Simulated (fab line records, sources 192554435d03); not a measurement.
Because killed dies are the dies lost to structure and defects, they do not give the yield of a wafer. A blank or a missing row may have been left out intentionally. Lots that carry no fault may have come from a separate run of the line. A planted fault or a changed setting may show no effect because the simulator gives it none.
The same fault as seen by 2 desks    flow n5-finfet    what lay behind the numbers comes last; until then each desk has only its own

AT THE METROLOGY DESK
What the gauges read for every lot (on any tool): the sampled wafers with a number, averaged. A lot is out of limits, marked OUT, if its mean lies more than 4 standard deviations from the usual mean; the brackets give that distance. Of its 15 readings 7 are shown: the one that was out of limits first, and those that lie furthest out on some lot.
Columns: A = thk-nm at N5_SD_EPI_N_EPI_MEAS_23, usual 58.8 nm; B = RS_SD_N at N5_SD_ACTIVATION_RS_MEAS_03, usual 22.0 ohm/sq; C = RS_SD_P at N5_SD_ACTIVATION_RS_MEAS_03, usual 56.5 ohm/sq; D = ION_N at N5_BEOL_M4_RC_MEAS_101, usual 673 uA/um; E = REXT_N at N5_BEOL_M4_RC_MEAS_101, usual 75.3 ohm.um; F = RS_SD_N at N5_BEOL_M4_RC_MEAS_101, usual 28.5 ohm/sq; G = SS_P at N5_BEOL_M4_RC_MEAS_101, usual 73.3 mV/dec
lot   first seen here  A     B                C     D    E     F                G
L244  day 5 09:13      58.8  22.2             57.0  683  73.3  28.7             74.0
L246  day 5 19:38      57.3  22.3             57.9  678  75.8  28.7             73.5
L247  day 6 00:30      59.7  21.9             56.5  677  74.9  28.4             74.2
L249  day 6 13:07      54.5  23.7 (+5.6) OUT  55.6  660  78.3  30.9 (+6.6) OUT  73.3
L250  day 6 17:19      56.6  23.0             57.7  673  78.1  29.8             73.5
L251  day 6 23:09      58.9  22.0             56.4  670  75.6  28.8             73.3
L252  day 7 11:46      59.6  21.8             56.7  670  72.5  28.1             72.9
L259  day 9 04:52      60.3  22.0             56.3  678  73.8  28.4             73.9
This desk finds L249 out of limits, with the earliest case on L249 at day 6 20:17 (RS_SD_N at N5_SD_ACTIVATION_RS_MEAS_03). In limits: L244, L246, L247, L250, L251, L252, L259.

TOOL OWNER'S DESK, epi-rpcvd-03
The tool's own readings at N5_SD_EPI_N_EPI_21 (deposits Si:P, time 690 s): means of the sampled wafers that have a number, for each lot that ran on this tool. A lot is out of limits, marked OUT, if its mean lies more than 4 standard deviations from the usual mean; the brackets give that distance.
Columns: A = chamber-pressure-Torr at N5_SD_EPI_N_EPI_21, usual 255.0 Torr; B = lamp-inner-pct at N5_SD_EPI_N_EPI_21, usual 15.8 %
lot   first seen here  A      B
L244  day 5 08:03      254.3  16.7
L246  day 5 17:55      255.4  16.7
L247  day 5 23:03      254.8  16.6
L249  day 6 11:13      254.5  16.7
L250  day 6 15:47      254.8  16.6
Finding of this desk: none of the 5 lots has anything out of limits.

TAKEN TOGETHER
The metrology desk could have raised an alarm at day 6 20:17, on L249.
The desk of the tool owner found nothing out of limits.
Tool owner's desk: L249 on record, inside its limits.
All the named lots went through N5_SD_EPI_N_EPI_21 on epi-rpcvd-03.

WHAT THE SIMULATOR PUT IN
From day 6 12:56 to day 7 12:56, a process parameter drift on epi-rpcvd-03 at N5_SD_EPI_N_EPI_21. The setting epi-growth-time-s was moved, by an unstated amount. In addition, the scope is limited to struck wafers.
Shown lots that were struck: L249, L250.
Time in hours between the start of the fault and the first out-of-limits reading at each desk: metrology desk, 7.
